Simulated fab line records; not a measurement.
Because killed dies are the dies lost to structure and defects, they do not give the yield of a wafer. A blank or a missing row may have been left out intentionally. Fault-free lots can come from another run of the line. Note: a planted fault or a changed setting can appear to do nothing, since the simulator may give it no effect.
Struck lot and sound lot, side by side / flow nand harc / 15 steps out of a route of 1159
Sound: the wafers L368.1, L368.2, L368.3. Struck: wafer L381.1 (L381.2, L381.3, from the same lot, were not struck and are left out); the cause is given at the end.
Per side, at each step with rows, come the tool, then ch with its chambers, and then its first start. Under that, the readings that differ: sound wafers / struck wafers / difference of the means / sigmas: that difference in standard deviations of wafers without a fault.
alike: readings with means less than 2 such deviations apart, plus words and numbers identical on both sides. not compared: withheld readings, readings lacking a value on some wafer, bounds such as >300 that could conceal the same value, and numbers that have no deviation in the record and whose values overlap.
A row with sigmas, a row that says differs or no value, or rows on one side alone: a step with any of these is where the two part. Numbers that don't overlap but have no deviation are shown without sigmas and don't part them. A reading that every wafer of one side lacks parts them only if that side has two wafers or more.

NHARC_P_GATE_STRIP_95: strips in O2.
  sound on plasma asher-02 ch 0,1, day 5 13:16; struck on plasma asher-01 ch 0, day 8 14:01
  alike: drypump motor current A, heater power w
  not compared: rf hours counter h
then, 1 step without rows for these wafers: NHARC_P_GATE_STRIP_96 (strips in SPM, time 900 s).
NHARC_P_GATE_RTA_64: time 1 s.
  sound on rtp anneal-02 ch 0, day 5 13:50; struck on rtp anneal-02 ch 0, day 8 14:34
  alike: lamp power pct, lamp_zone_2_pct, lamp_zone_4_pct, wafer_temp_C_max
then, 1 step without rows for these wafers: NHARC_P_GATE_ETCH_77 (etches SiO2 in dHF, target depth 6 nm).
NHARC_P_GATE_DEGAS_109: time 60 s.
  sound on pvd sputter-01, day 5 14:13; struck on pvd sputter-02, day 8 14:53
  alike: heater power w
then, 5 steps without rows for these wafers: NHARC_P_GATE_PRE_CLEAN_110 (time 30 s); NHARC_P_GATE_SPUTTER_78 (material Ni, target thk 10 nm); NHARC_P_GATE_SPUTTER_79 (material TiN, target thk 10 nm); NHARC_P_GATE_RTA_80 (time 30 s); NHARC_P_GATE_STRIP_67 (strips in SPM, time 600 s).
NHARC_P_GATE_RTA_82: time 30 s.
  sound on rtp anneal-01 ch 0, day 5 15:22; struck on rtp anneal-01 ch 0, day 8 15:47
  alike: lamp power pct, lamp_zone_2_pct, lamp_zone_4_pct, wafer_temp_C_max
NHARC_P_GATE_INSPECT_68:
  sound on defect inspect-02, day 5 15:34; struck on defect inspect-02, day 8 15:59
  alike: raw defect count
NHARC_P_CONTACT_DEP_30: deposits SiNx, target thk 30 nm.
  sound on pecvd-02 ch 0,1,2, day 5 15:41; struck on pecvd-01 ch 1, day 8 16:14
reading=rf fwd power W (W); sound=447.0 452.1 449.9; struck=377.8; difference=-71.9; sigmas=-48
  alike: heater power w
NHARC_P_CONTACT_DEP_00: deposits SiO2, target thk 500 nm.
  sound on pecvd-02 ch 0,1,2; struck on pecvd-01 ch 1
  alike: heater power w, rf fwd power W, showerhead vpp V, throttle valve pct
next, for these wafers, 1 step has no rows: NHARC_END_SORT_01.

== WHERE THEY PART ==
Only at NHARC_P_CONTACT_DEP_30, as far as this record shows. Later steps at which nothing parts them and some readings are alike: NHARC_P_CONTACT_DEP_00.

WHY: the cause the simulator had injected
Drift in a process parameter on pecvd-01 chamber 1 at NHARC_P_CONTACT_DEP_30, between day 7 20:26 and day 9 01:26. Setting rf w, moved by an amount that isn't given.
